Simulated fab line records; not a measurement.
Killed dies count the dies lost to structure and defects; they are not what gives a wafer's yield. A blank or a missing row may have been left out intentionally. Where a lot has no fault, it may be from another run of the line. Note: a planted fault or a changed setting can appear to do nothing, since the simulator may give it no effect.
Problem report, 8D (eight disciplines) form, completed by code / flow n5 finfet / the parts of the form that need people (team, actions taken, sign-off) are left out

== 1. WHAT WENT WRONG ==
raw defect count at N5_STI_FIN_REVEAL_INSPECT_13 reads a mean of 685 on 6 wafers of 2 lots; wafers without a fault read 11 with a standard deviation of 4.6. So: +99 or more standard deviations from the usual mean.
The step: inspects for defects (darkfield).
The first sign was on wafer L704.1 at day 5 15:59, on defect inspect-01. At this step, 27 wafers from 9 lots have a number in the record. Rule for "out" (also "out of limits"): further than 4 standard deviations from the usual mean. The other wafers with a number count as sound.

== 2. WHAT IT IS, WHAT IT ISN'T ==
question=which readings at this step | is=raw defect count | is not=-
question=which lots | is=L704, L706 | is not=L693, L698, L701, L702, L712, L713, L714
question=which wafers of those lots | is=all that have a number | is not=-
question=read on which gauges | is=defect inspect-01, defect inspect-02 | is not=-
question=when | is=from day 5 15:59 | is not=up to then (12 sound wafers); but 9 sound wafers of L712, L713, L714 came after

== 3. THE SUSPECTS, EACH WITH WHAT RULES IT OUT ==
Counting: a tool stays on the suspect list if, at a process step up to the reading, it processed all lots that are out and no sound lot following the first of them.
- the gauge at N5_STI_FIN_REVEAL_INSPECT_13 has been ruled out. The wafers that are out were read on 2 gauges (defect inspect-01, defect inspect-02).
- vapor etch-02 at N5_STI_FIN_REVEAL_RECESS_09 (chemistry HF/NH3, target SiO2, afs cycles 11, target depth 42.5 nm, sublimation time 60 s): ruled out as a lasting fault. Sound lots L712, L713, L714 ran on it after its first lot that is out, L704 (day 5 13:13).
- wet bench-02 at N5_STI_FIN_REVEAL_PRECLEAN_18 (cleans in SC2, time 45 s): kept. All lots that are out passed through it, beginning with L704 at day 5 15:56, and no sound lot followed; its final sound lot before that point was L702 at day 5 02:47.
Left after counting: wet bench-02 at N5_STI_FIN_REVEAL_PRECLEAN_18.

== 4. THE CAUSE (what the simulator had put in) ==
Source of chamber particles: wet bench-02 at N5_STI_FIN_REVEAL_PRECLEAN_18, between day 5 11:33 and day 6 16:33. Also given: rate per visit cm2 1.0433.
Only this tool survived the counting.

== 5. SEQUENCE OF EFFECTS, ordered by route ==
Rows list readings where the struck wafers' mean (over those with a number) sits beyond 3 standard deviations from the usual. Only readings for which the record gives a usual standard deviation are gone through. hours: the time from each lot's start at the first step in this table that gives one to its start at this step, as a median over the lots. sigmas: the change in usual standard deviations.
hours=0; step=N5_STI_FIN_REVEAL_INSPECT_13; reading=raw defect count; usual=11; on struck wafers=685; change=+674; sigmas=+99 or more
hours=232; step=N5_PASSIVATION_PROBE_49; reading=defect limited yield; usual=91.2 %; on struck wafers=82.8; change=-8.4; sigmas=-6.0
hours=232; step=N5_PASSIVATION_PROBE_49; reading=killed at front end; usual=40; on struck wafers=142; change=+102; sigmas=+8.5
hours=232; step=N5_PASSIVATION_PROBE_49; reading=killed dies; usual=103; on struck wafers=202; change=+99; sigmas=+5.8
hours=232; step=N5_PASSIVATION_PROBE_49; reading=killed on rim; usual=14; on struck wafers=28; change=+14; sigmas=+3.0
hours=232; step=N5_PASSIVATION_PROBE_49; reading=sort_bin_5_function; usual=5.1 %; on struck wafers=10.6; change=+5.5; sigmas=+5.8
hours=232; step=N5_PASSIVATION_PROBE_49; reading=sort n pass; usual=1077; on struck wafers=978; change=-99; sigmas=-5.8
hours=232; step=N5_PASSIVATION_PROBE_49; reading=sort yield pct; usual=91.2 %; on struck wafers=82.8; change=-8.4; sigmas=-6.0
The process steps in it:
- N5_PASSIVATION_PROBE_49
At these later measuring or inspecting steps, every struck wafer for which the step has a row has a number for every such reading, and none has moved that far: N5_BEOL_M4_RC_MEAS_101.

== 6. HOW IT WOULD HAVE BEEN CAUGHT EARLIER ==
4 hours passed between the start of the fault at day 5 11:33 and the first reading out of limits at a measuring or inspecting step in this record, taken at day 5 15:59.
Lots out: 2; of these, L706 started N5_STI_FIN_REVEAL_PRECLEAN_18 on wet bench-02 after day 5 15:59. A tool hold placed at that time would have kept it from harm.
